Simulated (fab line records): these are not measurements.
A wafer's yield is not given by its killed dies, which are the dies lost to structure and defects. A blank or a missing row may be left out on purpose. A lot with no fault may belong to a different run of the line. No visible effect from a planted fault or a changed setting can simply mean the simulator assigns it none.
fab line records + flow n5-finfet
[record]
- lots = 7
- wafers = 39
route steps=1938 shown BEOL_M13@1696 MIM_BOT@1833
start-h: hours from the record's opening day to when the first of the lot's shown wafers began + wait-h: how many hours have passed since the lot's step before this one + " the same as in the row above + L1.1+2: several wafers, shown together as one row + - either no value or no given start + * or withheld: withheld + < > ~ a bound
route shown NAME@n: a module of which the file shows steps, and the number in the route of the first + usual: mean and standard deviation over wafers with no fault + same: alike in all rows + chamber/n: place in a boat + sites: per-site readings + _std_site: the values' standard deviation + _edge_site: mean of outer sites minus mean of inner sites + radius-mm: how far each site lies from the wafer's centre + mask NAME#n: copy n + behind: the last tool/chamber to shape the wafer + hold: what put the lot on hold/how long, in hours/how the hold closed + device: transistor that didn't switch, given as n, p or np + end of line: at the end of the route, the tests of the same wafers + a step given without rows: its recipe and nothing more + killed: dies that structure and defects cost at the first sort, which is not the same as the wafer's yield + map: a wafer's dies, marking killed ones x, the rest . and places with no die _
set.NAME: setting as actually run; set.NAME@STEP: the setting as run at that earlier step + model.NAME: the simulator's own value behind a step, which no gauge read
lots whose settings were changed on purpose; a table a step, a row a wafer
[[steps]]
[step N5_BEOL_M13_TRENCH_ETCH_34]
[recipe]
- chemistry = C4F8/O2/Ar
- target = SiOC
- target-depth-a = 4134.7
- mask-material = SOC
- pressure-mtorr = 30
- source-w = 3000
- bias-w = 700
- Ar_flow_sccm = 400
- C4F8_flow_sccm = 15
- O2_flow_sccm = 8
- he-inner-torr = 15
- he-outer-torr = 30
- time-s = 162.6
- ion-energy-ev = 250
| lot.wafer | tool        | chamber | start-h | wait-h | set.time-s | model.etch.depth-nm |
|-----------|-------------|---------|---------|--------|------------|---------------------|
| L077.1    | rie-diel-05 | 3       | 249.21  | 0.0    | 162.6      | 414.1               |
| L077.2    | "           | 2       | "       | "      | 106.7      | 277.3               |
| L077.3    | "           | 1       | "       | "      | 162.6      | 420.3               |
| L077.4    | "           | 0       | "       | "      | 106.7      | 275.1               |
| L077.5    | "           | 3       | "       | "      | 162.6      | 413.5               |
| L077.6    | "           | 2       | "       | "      | 106.7      | 280.1               |
| L079.1    | rie-diel-05 | 2       | 266.28  | 0.0    | 162.6      | 426.2               |
| L079.2    | "           | 3       | "       | "      | 162.6      | 418.8               |
| L079.3    | "           | 0       | "       | "      | 162.6      | 416.7               |
| L079.4    | "           | 1       | "       | "      | 162.6      | 425.2               |
| L079.5    | "           | 2       | "       | "      | 162.6      | 429.8               |
| L079.6    | "           | 3       | "       | "      | 162.6      | 424.8               |
| L086.1    | rie-diel-06 | 2       | 297.63  | 0.0    | 162.6      | 417.4               |
| L086.2    | "           | 3       | "       | "      | 162.6      | 426.3               |
| L086.3    | "           | 0       | "       | "      | 103        | 262.9               |
| L086.4    | "           | 1       | "       | "      | 103        | 257.7               |
| L086.5    | "           | 1       | "       | "      | 162.6      | 403.8               |
| L086.6    | "           | 0       | "       | "      | 103        | 262.1               |
| L087.3    | rie-diel-06 | 1       | 309.10  | 0.0    | 162.6      | 403.4               |
| L087.4    | "           | 3       | "       | "      | 162.6      | 418.8               |
| L087.6    | "           | 2       | "       | "      | 162.6      | 414.5               |
| L092.1    | rie-diel-06 | 2       | 344.91  | 0.0    | 162.6      | 408.2               |
| L092.2    | "           | 1       | "       | "      | 242.8      | 593.4               |
| L092.3    | "           | 3       | "       | "      | 242.8      | 626.8               |
| L092.4    | "           | 0       | "       | "      | 162.6      | 409.2               |
| L092.5    | "           | 3       | "       | "      | 242.8      | 629.6               |
| L092.6    | "           | 0       | "       | "      | 162.6      | 408.8               |
| L093.1    | rie-diel-03 | 2       | 351.11  | 0.0    | 162.6      | 411.7               |
| L093.2    | "           | 1       | "       | "      | 162.6      | 409.5               |
| L093.3    | "           | 3       | "       | "      | 162.6      | 414.6               |
| L093.4    | "           | 1       | "       | "      | 162.6      | 410.7               |
| L093.5    | "           | 3       | "       | "      | 162.6      | 415                 |
| L093.6    | "           | 2       | "       | "      | 162.6      | 409.2               |
| L097.1    | rie-diel-03 | 2       | 371.03  | 0.0    | 207.7      | 524.7               |
| L097.2    | "           | 0       | "       | "      | 162.6      | 424.7               |
| L097.3    | "           | 3       | "       | "      | 207.7      | 526.4               |
| L097.4    | "           | 2       | "       | "      | 162.6      | 414.5               |
| L097.5    | "           | 0       | "       | "      | 207.7      | 539.6               |
| L097.6    | "           | 3       | "       | "      | 162.6      | 415.7               |
[step N5_BEOL_M13_STRIP_70]
[recipe]
- chemistry = C4F8/O2/Ar
- resist = SiARC
- rf-frequency-hz = 6e+07
[step N5_BEOL_M13_OCD_MEAS_35]
[usual]
- trench-depth-nm = 415/6.3
| lot.wafer | tool   | chamber | start-h | wait-h | set.time-s@BEOL_M13_TRENCH_ETCH_34 | trench-depth-nm |
|-----------|--------|---------|---------|--------|------------------------------------|-----------------|
| L077.1    | ocd-02 | -       | 249.40  | 0.0    | 162.6                              | 415             |
| L077.2    | "      | -       | "       | "      | 106.7                              | 277             |
| L077.3    | "      | -       | "       | "      | 162.6                              | 420             |
| L077.4    | "      | -       | "       | "      | 106.7                              | 275             |
| L077.5    | "      | -       | "       | "      | 162.6                              | 413             |
| L077.6    | "      | -       | "       | "      | 106.7                              | 280             |
| L079.1    | ocd-01 | -       | 266.46  | 0.0    | 162.6                              | 426             |
| L079.2    | "      | -       | "       | "      | 162.6                              | 419             |
| L079.3    | "      | -       | "       | "      | 162.6                              | 417             |
| L079.4    | "      | -       | "       | "      | 162.6                              | 425             |
| L079.5    | "      | -       | "       | "      | 162.6                              | 431             |
| L079.6    | "      | -       | "       | "      | 162.6                              | 425             |
| L086.1    | ocd-01 | -       | 297.80  | 0.0    | 162.6                              | 417             |
| L086.2    | "      | -       | "       | "      | 162.6                              | 426             |
| L086.3    | "      | -       | "       | "      | 103                                | 263             |
| L086.4    | "      | -       | "       | "      | 103                                | 257             |
| L086.5    | "      | -       | "       | "      | 162.6                              | 404             |
| L086.6    | "      | -       | "       | "      | 103                                | 262             |
| L087.3    | ocd-01 | -       | 309.27  | 0.0    | 162.6                              | 404             |
| L087.4    | "      | -       | "       | "      | 162.6                              | 419             |
| L087.6    | "      | -       | "       | "      | 162.6                              | 414             |
| L092.1    | ocd-01 | -       | 345.08  | 0.0    | 162.6                              | 407             |
| L092.2    | "      | -       | "       | "      | 242.8                              | 593             |
| L092.3    | "      | -       | "       | "      | 242.8                              | 627             |
| L092.4    | "      | -       | "       | "      | 162.6                              | 409             |
| L092.5    | "      | -       | "       | "      | 242.8                              | 630             |
| L092.6    | "      | -       | "       | "      | 162.6                              | 409             |
| L093.1    | ocd-02 | -       | 351.28  | 0.0    | 162.6                              | 412             |
| L093.2    | "      | -       | "       | "      | 162.6                              | 409             |
| L093.3    | "      | -       | "       | "      | 162.6                              | 414             |
| L093.4    | "      | -       | "       | "      | 162.6                              | 411             |
| L093.5    | "      | -       | "       | "      | 162.6                              | 415             |
| L093.6    | "      | -       | "       | "      | 162.6                              | 410             |
| L097.1    | ocd-01 | -       | 371.20  | 0.0    | 207.7                              | 525             |
| L097.2    | "      | -       | "       | "      | 162.6                              | 425             |
| L097.3    | "      | -       | "       | "      | 207.7                              | 527             |
| L097.4    | "      | -       | "       | "      | 162.6                              | 414             |
| L097.5    | "      | -       | "       | "      | 207.7                              | 539             |
| L097.6    | "      | -       | "       | "      | 162.6                              | 416             |
[step N5_BEOL_M13_STRIP_37]
[recipe]
- chemistry = N2/H2
- power-w = 1000
- temp-c = 250
- h2-frac = 0.65
- overash-fraction = 0.3
- pressure-mtorr = withheld
- n2-flow-sccm = 1750
- h2-flow-sccm = 3250
[step N5_BEOL_M13_ETCH_38]
[recipe]
- chemistry = CF4/N2
- target = SiCN
- target-depth-a = 675
- taper-deg = 2
- time-s = 71.9
- ion-energy-ev = 150
- mask-material = SiO2
- pressure-mtorr = 40
- source-w = 430
- bias-w = 70
- Ar_flow_sccm = 100
- cf4-flow-sccm = 60
- n2-flow-sccm = 60
[step N5_BEOL_M13_ECD_47]
[recipe]
- material = Cu
- target-thk-a = 9360
[step N5_BEOL_M13_ANNEAL_48]
[recipe]
- temp-c = 225
- time-s = 90
- ambient = N2
[step N5_BEOL_M13_CMP_49]
[recipe]
- stop-on = SiOC
- t-overpolish-s = 17.1
- down-force-psi = 1
- platen-rpm = 50
- clearing-platen-down-force-psi = 1.5
- clearing-platen-rpm = 50
- post-cmp-clean = cu-alkaline
- target-thk-nm = 420
- clearing-platen-pad-velocity-m-s = 0.99484
- pad-velocity-m-s = 0.99484
| lot.wafer | tool   | chamber | start-h | wait-h | set.time-s@BEOL_M13_TRENCH_ETCH_34 | model.Cu_of_BEOL_M13_ECD_47.thk-nm |
|-----------|--------|---------|---------|--------|------------------------------------|------------------------------------|
| L077.4    | cmp-02 | 1       | 250.54  | 0.1    | 106.7                              | 284.6                              |
| L077.2    | "      | 2       | "       | "      | 106.7                              | 287.4                              |
| L077.3    | "      | 3       | "       | "      | 162.6                              | 427.6                              |
| L077.1    | "      | 0       | "       | "      | 162.6                              | 421.8                              |
| L077.5    | "      | 1       | "       | "      | 162.6                              | 422.2                              |
| L077.6    | "      | 2       | "       | "      | 106.7                              | 288.2                              |
| L079.1    | cmp-03 | 2       | 268.99  | 0.3    | 162.6                              | 432.4                              |
| L079.4    | "      | 3       | "       | "      | 162.6                              | 433                                |
| L079.3    | "      | 0       | "       | "      | 162.6                              | 422.8                              |
| L079.2    | "      | 1       | "       | "      | 162.6                              | 425.8                              |
| L079.6    | "      | 2       | "       | "      | 162.6                              | 431                                |
| L079.5    | "      | 3       | "       | "      | 162.6                              | 437.8                              |
| L086.1    | cmp-03 | 0       | 300.76  | 0.3    | 162.6                              | 422.8                              |
| L086.4    | "      | 1       | "       | "      | 103                                | 263.4                              |
| L086.3+6  | "      | 2,1     | "       | "      | 103                                | 267.4                              |
| L086.2    | "      | 3       | "       | "      | 162.6                              | 432                                |
| L086.5    | "      | 0       | "       | "      | 162.6                              | 409                                |
| L087.3    | cmp-02 | 0       | 313.81  | 0.2    | 162.6                              | 410.2                              |
| L087.4    | "      | 3       | "       | "      | 162.6                              | 427                                |
| L087.6    | "      | 0       | "       | "      | 162.6                              | 421.4                              |
| L092.4    | cmp-02 | 0       | 349.83  | 0.3    | 162.6                              | 417                                |
| L092.1    | "      | 1       | "       | "      | 162.6                              | 416.6                              |
| L092.2    | "      | 2       | "       | "      | 242.8                              | 601.2                              |
| L092.3    | "      | 3       | "       | "      | 242.8                              | 634.8                              |
| L092.5    | "      | 0       | "       | "      | 242.8                              | 637.6                              |
| L092.6    | "      | 1       | "       | "      | 162.6                              | 417.6                              |
| L093.3    | cmp-04 | 1       | 353.60  | 0.2    | 162.6                              | 421.2                              |
| L093.2    | "      | 2       | "       | "      | 162.6                              | 415.8                              |
| L093.4    | "      | 3       | "       | "      | 162.6                              | 418.4                              |
| L093.1    | "      | 0       | "       | "      | 162.6                              | 420.2                              |
| L093.5    | "      | 1       | "       | "      | 162.6                              | 421.8                              |
| L093.6    | "      | 2       | "       | "      | 162.6                              | 416.2                              |
| L097.3    | cmp-03 | 1       | 377.04  | 0.2    | 207.7                              | 531.8                              |
| L097.4    | "      | 2       | "       | "      | 162.6                              | 419.4                              |
| L097.1    | "      | 3       | "       | "      | 207.7                              | 531.2                              |
| L097.2    | "      | 0       | "       | "      | 162.6                              | 431.2                              |
| L097.5    | "      | 1       | "       | "      | 207.7                              | 545                                |
| L097.6    | "      | 2       | "       | "      | 162.6                              | 421                                |
[step N5_BEOL_M13_THK_MEAS_50]
[recipe]
- thk-meas-gauge = xrf
- reads = Cu_of_BEOL_M13_ECD_47
[usual]
- M13_THK = 426/7.6
| lot.wafer | tool          | chamber | start-h | wait-h | set.time-s@BEOL_M13_TRENCH_ETCH_34 | M13_THK[nm] |
|-----------|---------------|---------|---------|--------|------------------------------------|-------------|
| L077.1    | film-metro-02 | -       | 250.83  | -      | 162.6                              | 426         |
| L077.2    | "             | -       | "       | "      | 106.7                              | 290         |
| L077.3    | "             | -       | "       | "      | 162.6                              | 433         |
| L077.4    | "             | -       | "       | "      | 106.7                              | 288         |
| L077.5    | "             | -       | "       | "      | 162.6                              | 428         |
| L077.6    | "             | -       | "       | "      | 106.7                              | 291         |
| L079.1    | film-metro-02 | -       | 269.29  | -      | 162.6                              | 435         |
| L079.2    | "             | -       | "       | "      | 162.6                              | 432         |
| L079.3    | "             | -       | "       | "      | 162.6                              | 427         |
| L079.4    | "             | -       | "       | "      | 162.6                              | 439         |
| L079.5    | "             | -       | "       | "      | 162.6                              | 443         |
| L079.6    | "             | -       | "       | "      | 162.6                              | 435         |
| L086.1    | film-metro-02 | -       | 301.05  | -      | 162.6                              | 433         |
| L086.2    | "             | -       | "       | "      | 162.6                              | 443         |
| L086.3    | "             | -       | "       | "      | 103                                | 274         |
| L086.4    | "             | -       | "       | "      | 103                                | 270         |
| L086.5    | "             | -       | "       | "      | 162.6                              | 417         |
| L086.6    | "             | -       | "       | "      | 103                                | 273         |
| L087.3    | film-metro-02 | -       | 314.10  | -      | 162.6                              | 415         |
| L087.4    | "             | -       | "       | "      | 162.6                              | 431         |
| L087.6    | "             | -       | "       | "      | 162.6                              | 425         |
| L092.1    | film-metro-01 | -       | 350.13  | -      | 162.6                              | 417         |
| L092.2    | "             | -       | "       | "      | 242.8                              | 606         |
| L092.3    | "             | -       | "       | "      | 242.8                              | 633         |
| L092.4    | "             | -       | "       | "      | 162.6                              | 416         |
| L092.5    | "             | -       | "       | "      | 242.8                              | 636         |
| L092.6    | "             | -       | "       | "      | 162.6                              | 416         |
| L093.1    | film-metro-01 | -       | 353.89  | -      | 162.6                              | 419         |
| L093.2    | "             | -       | "       | "      | 162.6                              | 413         |
| L093.3    | "             | -       | "       | "      | 162.6                              | 418         |
| L093.4    | "             | -       | "       | "      | 162.6                              | 416         |
| L093.5    | "             | -       | "       | "      | 162.6                              | 420         |
| L093.6    | "             | -       | "       | "      | 162.6                              | 413         |
| L097.1    | film-metro-02 | -       | 377.34  | -      | 207.7                              | 540         |
| L097.2    | "             | -       | "       | "      | 162.6                              | 438         |
| L097.3    | "             | -       | "       | "      | 207.7                              | 542         |
| L097.4    | "             | -       | "       | "      | 162.6                              | 428         |
| L097.5    | "             | -       | "       | "      | 207.7                              | 553         |
| L097.6    | "             | -       | "       | "      | 162.6                              | 429         |
[step N5_BEOL_M13_PRE_CLEAN_52]
[recipe]
- gas = NH3
- time-s = 15
- temp-c = withheld
- rf-power-w = 300
[step N5_BEOL_M13_DEP_53]
[recipe]
- material = SiCN
- target-thk-a = 500
- temp-c = withheld
- precursor = 3MS/NH3
- pressure-torr = 3
- rf-w = 675
- time-s = 17.8
[step N5_BEOL_M13_RS_MEAS_54]
[recipe]
- thk-meas-gauge = four-point-probe
- reads = Cu_of_BEOL_M13_ECD_47+Ta_of_BEOL_M13_SPUTTER_44+TaN_of_BEOL_M13_SPUTTER_43
[usual]
- M13_RS = 0.0448/0.00072
| lot.wafer | tool          | chamber | start-h | wait-h | set.time-s@BEOL_M13_TRENCH_ETCH_34 | M13_RS[ohm/sq] |
|-----------|---------------|---------|---------|--------|------------------------------------|----------------|
| L077.1    | film-metro-02 | -       | 251.15  | 0.2    | 162.6                              | 0.0448         |
| L077.2    | "             | -       | "       | "      | 106.7                              | 0.0668         |
| L077.3    | "             | -       | "       | "      | 162.6                              | 0.0442         |
| L077.4    | "             | -       | "       | "      | 106.7                              | 0.0673         |
| L077.5    | "             | -       | "       | "      | 162.6                              | 0.0447         |
| L077.6    | "             | -       | "       | "      | 106.7                              | 0.0665         |
| L079.1    | film-metro-02 | -       | 269.42  | 0.0    | 162.6                              | 0.0436         |
| L079.2    | "             | -       | "       | "      | 162.6                              | 0.0444         |
| L079.3    | "             | -       | "       | "      | 162.6                              | 0.0447         |
| L079.4    | "             | -       | "       | "      | 162.6                              | 0.0435         |
| L079.5    | "             | -       | "       | "      | 162.6                              | 0.0430         |
| L079.6    | "             | -       | "       | "      | 162.6                              | 0.0438         |
| L086.1    | film-metro-02 | -       | 301.18  | 0.0    | 162.6                              | 0.0446         |
| L086.2    | "             | -       | "       | "      | 162.6                              | 0.0437         |
| L086.3    | "             | -       | "       | "      | 103                                | 0.0720         |
| L086.4    | "             | -       | "       | "      | 103                                | 0.0732         |
| L086.5    | "             | -       | "       | "      | 162.6                              | 0.0463         |
| L086.6    | "             | -       | "       | "      | 103                                | 0.0719         |
| L087.3    | film-metro-01 | -       | 314.23  | 0.1    | 162.6                              | 0.0461         |
| L087.4    | "             | -       | "       | "      | 162.6                              | 0.0441         |
| L087.6    | "             | -       | "       | "      | 162.6                              | 0.0449         |
| L092.1    | film-metro-01 | -       | 350.26  | 0.0    | 162.6                              | 0.0454         |
| L092.2    | "             | -       | "       | "      | 242.8                              | 0.0311         |
| L092.3    | "             | -       | "       | "      | 242.8                              | 0.0293         |
| L092.4    | "             | -       | "       | "      | 162.6                              | 0.0453         |
| L092.5    | "             | -       | "       | "      | 242.8                              | 0.0292         |
| L092.6    | "             | -       | "       | "      | 162.6                              | 0.0453         |
| L093.1    | film-metro-01 | -       | 354.05  | 0.1    | 162.6                              | 0.0450         |
| L093.2    | "             | -       | "       | "      | 162.6                              | 0.0454         |
| L093.3    | "             | -       | "       | "      | 162.6                              | 0.0448         |
| L093.4    | "             | -       | "       | "      | 162.6                              | 0.0451         |
| L093.5    | "             | -       | "       | "      | 162.6                              | 0.0447         |
| L093.6    | "             | -       | "       | "      | 162.6                              | 0.0453         |
| L097.1    | film-metro-02 | -       | 377.50  | 0.1    | 207.7                              | 0.0352         |
| L097.2    | "             | -       | "       | "      | 162.6                              | 0.0438         |
| L097.3    | "             | -       | "       | "      | 207.7                              | 0.0352         |
| L097.4    | "             | -       | "       | "      | 162.6                              | 0.0451         |
| L097.5    | "             | -       | "       | "      | 207.7                              | 0.0344         |
| L097.6    | "             | -       | "       | "      | 162.6                              | 0.0448         |
[step N5_MIM_BOT_SPUTTER_00]
[recipe]
- material = TiN
- target-thk-a = 350
- temp-c = 200
- power-w = 3000
- chamber-pressure-pa = 0.49996
- gas = Ar
- reactive-partial-pa = 0.37997
- time-s = 89.7
| lot.wafer  | tool           | chamber | start-h | wait-h | set.time-s | model.TiN_of_MIM_BOT_SPUTTER_00.thk-nm |
|------------|----------------|---------|---------|--------|------------|----------------------------------------|
| L077.1+3   | pvd-sputter-03 | -       | 262.68  | 0.0    | 89.7       | 35.2                                   |
| L077.2+4+6 | "              | -       | "       | "      | 89.7       | 35.4                                   |
| L077.5     | "              | -       | "       | "      | 89.7       | 35.6                                   |
| L079.1+5   | pvd-sputter-01 | -       | 284.43  | 0.0    | 122.9      | 47.2                                   |
| L079.2     | "              | -       | "       | "      | 89.7       | 35                                     |
| L079.3+6   | "              | -       | "       | "      | 89.7       | 34.8                                   |
| L079.4     | "              | -       | "       | "      | 122.9      | 47.8                                   |
| L086.1     | pvd-sputter-01 | -       | 315.75  | 0.0    | 89.7       | 34.8                                   |
| L086.2     | "              | -       | "       | "      | 89.7       | 35.4                                   |
| L086.3+6   | "              | -       | "       | "      | 89.7       | 34.6                                   |
| L086.4     | "              | -       | "       | "      | 89.7       | 35.2                                   |
| L086.5     | "              | -       | "       | "      | 89.7       | 35                                     |
| L087.3     | pvd-sputter-03 | -       | 328.01  | 0.0    | 89.7       | 35                                     |
| L087.4+6   | "              | -       | "       | "      | 89.7       | 34.6                                   |
| L092.1     | pvd-sputter-02 | -       | 365.53  | 0.0    | 89.7       | 35.4                                   |
| L092.2+3   | "              | -       | "       | "      | 89.7       | 34.8                                   |
| L092.4     | "              | -       | "       | "      | 89.7       | 35.2                                   |
| L092.5     | "              | -       | "       | "      | 89.7       | 35.6                                   |
| L092.6     | "              | -       | "       | "      | 89.7       | 35                                     |
| L093.1+4+5 | pvd-sputter-02 | -       | 365.75  | 0.0    | 108.3      | 42.4                                   |
| L093.2+6   | "              | -       | "       | "      | 89.7       | 35                                     |
| L093.3     | "              | -       | "       | "      | 89.7       | 35.6                                   |
| L097.1     | pvd-sputter-03 | -       | 397.38  | 0.0    | 89.7       | 35.4                                   |
| L097.2     | "              | -       | "       | "      | 62.62      | 24.2                                   |
| L097.3     | "              | -       | "       | "      | 62.62      | 24.4                                   |
| L097.4     | "              | -       | "       | "      | 89.7       | 34.6                                   |
| L097.5     | "              | -       | "       | "      | 62.62      | 24.8                                   |
| L097.6     | "              | -       | "       | "      | 89.7       | 35.6                                   |
[[key]]
[split]
- step = N5_BEOL_M13_TRENCH_ETCH_34
- setting = time-s
- stated = 162.6
- by = wafer
[response]
- step = N5_BEOL_M13_TRENCH_ETCH_34
- reading = model.etch.depth-nm
- change = +4.15
- per = 1%
- r = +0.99
[response]
- step = N5_BEOL_M13_OCD_MEAS_35
- reading = trench-depth-nm
- change = +4.15
- per = 1%
- r = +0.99
[response]
- step = N5_BEOL_M13_CMP_49
- reading = model.Cu_of_BEOL_M13_ECD_47.thk-nm
- change = +4.15
- per = 1%
- r = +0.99
[response]
- step = N5_BEOL_M13_THK_MEAS_50
- reading = M13_THK
- change = +4.2
- per = 1%
- r = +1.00
[response]
- step = N5_BEOL_M13_RS_MEAS_54
- reading = M13_RS
- change = -0.000489
- per = 1%
- r = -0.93
[split]
- step = N5_MIM_BOT_SPUTTER_00
- setting = time-s
- stated = 89.7
- by = wafer
[response]
- step = N5_MIM_BOT_SPUTTER_00
- reading = model.TiN_of_MIM_BOT_SPUTTER_00.thk-nm
- change = +0.346
- per = 1%
- r = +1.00
